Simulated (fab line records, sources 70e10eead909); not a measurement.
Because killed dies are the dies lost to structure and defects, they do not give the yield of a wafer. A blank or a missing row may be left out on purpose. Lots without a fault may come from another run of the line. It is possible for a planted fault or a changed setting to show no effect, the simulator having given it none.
Chamber matching / flow nand-harc / NHARC_A_M1_DEP_33 on pecvd-02: 3 sister chambers
The step deposits SiCN, target thk 30 nm. 3 wafers are shown with their chamber, then 9 later ones without.

== WAFERS WITH THEIR CHAMBER ==
wafer=L087.4; chamber=1; heater-power-w (W)=606
wafer=L087.5; chamber=2; heater-power-w (W)=630
wafer=L087.6; chamber=0; heater-power-w (W)=573

== WAFERS WITH NO CHAMBER GIVEN ==
wafer=L092.2; heater-power-w (W)=647
wafer=L092.5; heater-power-w (W)=647
wafer=L092.6; heater-power-w (W)=551
wafer=L093.1; heater-power-w (W)=639
wafer=L093.2; heater-power-w (W)=620
wafer=L093.5; heater-power-w (W)=640
wafer=L097.3; heater-power-w (W)=629
wafer=L097.4; heater-power-w (W)=632
wafer=L097.6; heater-power-w (W)=626

== WHICH CHAMBER EACH WENT THROUGH ==
wafer=L092.2; from the rows above=can't be placed: 2 or 1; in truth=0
wafer=L092.5; from the rows above=can't be placed: 2 or 1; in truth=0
wafer=L092.6; from the rows above=0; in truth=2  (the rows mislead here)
wafer=L093.1; from the rows above=can't be placed: 2 or 1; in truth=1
wafer=L093.2; from the rows above=can't be placed: 2 or 1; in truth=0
wafer=L093.5; from the rows above=can't be placed: 2 or 1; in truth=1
wafer=L097.3; from the rows above=can't be placed: 2 or 1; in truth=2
wafer=L097.4; from the rows above=can't be placed: 2 or 1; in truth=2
wafer=L097.6; from the rows above=can't be placed: 2 or 1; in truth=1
Placed correctly: 0 of 9. Cannot be placed on the basis of these rows: 8; the candidates contain the true chamber in 5. Placed wrongly: 1.
How it was worked out, from the rows above alone: a wafer's distance from a chamber is the root of the sum, over the readings, of the square of ((its reading less the chamber's mean) divided by the reading's scatter). The wafer belongs to the nearest chamber; if the next one is less than 2 further off, it can't be placed. Each chamber's mean is taken over the wafers shown for it. The scatter (one wafer shown for each chamber): square how far every hidden wafer sits from the nearest shown wafer, average those squares and take the square root.
